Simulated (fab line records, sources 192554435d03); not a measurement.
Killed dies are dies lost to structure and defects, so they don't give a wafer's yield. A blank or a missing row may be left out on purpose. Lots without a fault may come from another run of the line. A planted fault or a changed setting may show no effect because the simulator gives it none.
Split-lot experiment | flow n5_finfet | 7 lots, 21 wafers read, on a route of 1938 steps

THE SPLIT
At N5_FIN_SAQP_COAT_49 (time 60 s, resist thk 100 nm), the setting spin_rpm was moved away from the recipe's 1500 rpm on 7 of the 21 wafers read, by -8.9% to +11.2%. The other wafers ran this setting at the recipe's value.

FROM THE SPLIT TO THE READING: what the file shows between them, 7 steps
- N5_FIN_SAQP_DEVELOP_15: develop time 30 s (also split here: develop_time_s)
- N5_FIN_SAQP_DESCUM_21: chemistry O2, time 7.9 s
- N5_FIN_SAQP_ETCH_51: etches SiARC in CF4, target depth 45.5 nm, time 75.8 s
- N5_FIN_SAQP_ETCH_52: etches SOC in N2/H2, target depth 100 nm, overetch 20 nm, time 150 s
- N5_FIN_SAQP_STRIP_53: strips in N2/H2
- N5_FIN_SAQP_HM_OPEN_73: chemistry CHF3/O2, target SiO2, stops on a-Si, target depth 12 nm, time 16.8 s
- N5_FIN_SAQP_STRIP_74: strips in CHF3/O2

THE READING
SOC_of_FIN_SAQP_COAT_49.thk_nm (the simulator's own value, which no gauge read), in nm, at N5_FIN_SAQP_MANDREL_ETCH_22 (etches a-Si in HBr/Cl2, stops on SiNx, target depth 60 nm, bt time 10 s, time 30 s). The file gives no usual value for it. The 14 wafers here that ran the recipe average 76.42 nm, standard deviation 0.52 nm.

wafer  | tool, chamber at the split | spin_rpm as run, rpm | against the recipe | SOC_of_FIN_SAQP_COAT_49.thk_nm, nm | against lot-mates on the recipe
L077.2 | litho_track-04, 0          | 1500                 | recipe             | 76.96                              | -
L077.4 | litho_track-04, 0          | 1500                 | recipe             | 76.96                              | -
L077.3 | litho_track-04, 0          | 1616                 | +7.7%              | 72.92                              | -4.04
L084.1 | litho_track-02, 0          | 1366                 | -8.9%              | 80.74                              | +4.69
L084.2 | litho_track-02, 0          | 1500                 | recipe             | 76.05                              | -
L084.4 | litho_track-02, 0          | 1366                 | -8.9%              | 80.98                              | +4.93
L086.2 | litho_track-02, 0          | 1500                 | recipe             | 75.99                              | -
L086.4 | litho_track-02, 0          | 1500                 | recipe             | 76.17                              | -
L086.6 | litho_track-02, 0          | 1640                 | +9.3%              | 71.41                              | -4.67
L087.1 | litho_track-02, 0          | 1668                 | +11.2%             | 71.63                              | -4.21
L087.2 | litho_track-02, 0          | 1668                 | +11.2%             | 70.9                               | -4.94
L087.6 | litho_track-02, 0          | 1500                 | recipe             | 75.84                              | -
L093.4 | litho_track-02, 0          | 1500                 | recipe             | 75.9                               | -
L093.5 | litho_track-02, 0          | 1500                 | recipe             | 76.97                              | -
L093.6 | litho_track-02, 0          | 1500                 | recipe             | 76.51                              | -
L096.2 | litho_track-02, 0          | 1623                 | +8.2%              | 71.72                              | -4.58
L096.4 | litho_track-02, 0          | 1500                 | recipe             | 76.79                              | -
L096.6 | litho_track-02, 0          | 1500                 | recipe             | 75.81                              | -
L097.1 | litho_track-02, 0          | 1500                 | recipe             | 77.08                              | -
L097.3 | litho_track-02, 0          | 1500                 | recipe             | 77.11                              | -
L097.4 | litho_track-02, 0          | 1500                 | recipe             | 75.71                              | -

THE FIT
A straight line over all 21 wafers: SOC_of_FIN_SAQP_COAT_49.thk_nm changes by -0.492 nm for each +1% of spin_rpm; r = -0.98; the points scatter about the line by 0.52 nm.
The same after taking each lot's own level away (the mean of its wafers on the recipe; 21 wafers): -0.485 nm for each +1%; r = -0.98; scatter 0.51 nm.
On that fit, the largest move of spin_rpm shifts the reading by 5.4 nm.
The lots' own levels span 75.840 to 76.960 nm, that is 2.1 times the standard deviation above.
So the lot-to-lot level changes the slope little: the two slopes agree.
Check: with one of the wafers moved furthest among these (+11.2%) left out of the fit, the line predicts -5.67 nm for it against its lot-mates. It came out at -4.21 nm against them.

OTHER SPLITS ON THESE WAFERS
These wafers also went through other splits before the reading. Each is held against what the fit with the lots' levels taken away leaves over:
other split on the same wafers        | wafers away from the commonest value | r with SOC_of_FIN_SAQP_COAT_49.thk_nm (lot level and that fit taken away)
N5_ZERO_LAYER_PECVD_02 time_s         | 3                                    | -0.09
N5_ZERO_LAYER_COAT_05 spin_rpm        | 8                                    | -0.26
N5_WELL_APT_EXPOSE_22 dose_mj         | 5                                    | +0.37
N5_WELL_APT_PEB_23 peb_time_s         | 4                                    | -0.45
N5_FIN_SAQP_DEVELOP_15 develop_time_s | 9                                    | +0.15

THE WHOLE CHAIN: every reading that the file lists as answering this split, in the file's order
step                        | what it does                                                                       | reading                                                                         | change (the file's fit)               | r (the file's)
N5_FIN_SAQP_COAT_49         | time 60 s, resist thk 100 nm                                                       | SOC_of_FIN_SAQP_COAT_49.thk_nm (the simulator's own value, which no gauge read) | -0.477 nm for each +1% of the setting | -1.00
N5_FIN_SAQP_ETCH_52         | etches SOC in N2/H2, target depth 100 nm, overetch 20 nm, time 150 s               | etch.depth_nm (the simulator's own value, which no gauge read)                  | -0.477 nm for each +1% of the setting | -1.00
N5_FIN_SAQP_MANDREL_ETCH_22 | etches a-Si in HBr/Cl2, stops on SiNx, target depth 60 nm, bt time 10 s, time 30 s | SOC_of_FIN_SAQP_COAT_49.thk_nm (the simulator's own value, which no gauge read) | -0.493 nm for each +1% of the setting | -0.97

THE FILE'S OWN FIT
SOC_of_FIN_SAQP_COAT_49.thk_nm changes by -0.493 nm for each +1% of spin_rpm, r = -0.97.
